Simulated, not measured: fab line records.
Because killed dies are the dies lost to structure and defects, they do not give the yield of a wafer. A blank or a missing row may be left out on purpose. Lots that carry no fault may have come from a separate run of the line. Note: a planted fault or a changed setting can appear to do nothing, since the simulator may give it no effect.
Matching of chambers | flow n5-finfet | N5_BEOL_M5_CO_CAP_78 on cvd-co-02 has 3 sister chambers
The step material Co, precursor CCTBA/H2, target thk 2 nm, time 102.1 s. 3 wafers are shown with their chamber, then 12 later ones without.

## WAFERS WITH THEIR CHAMBER
wafer  | chamber | heater-power-w (W)
L087.1 | 0       | 276
L087.2 | 1       | 215
L087.3 | 2       | 211

## WAFERS WHOSE CHAMBER IS MISSING
wafer  | heater-power-w (W)
L091.1 | 219
L091.2 | 218
L091.6 | 214
L095.1 | 214
L095.4 | 208
L095.5 | 219
L097.2 | 214
L097.3 | 214
L097.6 | 218
L094.1 | 216
L094.4 | 274
L094.6 | 210

## WHICH CHAMBER EACH WENT THROUGH
wafer  | from the rows above     | in truth
L091.1 | can't be placed: 1 or 2 | 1
L091.2 | can't be placed: 1 or 2 | 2
L091.6 | can't be placed: 1 or 2 | 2
L095.1 | can't be placed: 1 or 2 | 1
L095.4 | can't be placed: 2 or 1 | 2
L095.5 | can't be placed: 1 or 2 | 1
L097.2 | can't be placed: 1 or 2 | 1
L097.3 | can't be placed: 1 or 2 | 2
L097.6 | can't be placed: 1 or 2 | 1
L094.1 | can't be placed: 1 or 2 | 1
L094.4 | 0                       | 0
L094.6 | can't be placed: 2 or 1 | 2
Placed correctly: 1 of 12. These rows do not allow placing 11 (true chamber among the candidates in 11). 0 placed wrongly.
How it was worked out, from the rows above alone: a wafer's distance from a chamber is the root of the sum, over the readings, of the square of ((its reading less the chamber's mean) divided by the reading's scatter). The wafer belongs to the nearest chamber; if the next one is less than 2 further off, it can't be placed. A chamber's mean is the mean of its shown wafers. The scatter (one wafer shown for each chamber): square how far every hidden wafer sits from the nearest shown wafer, average those squares and take the square root.
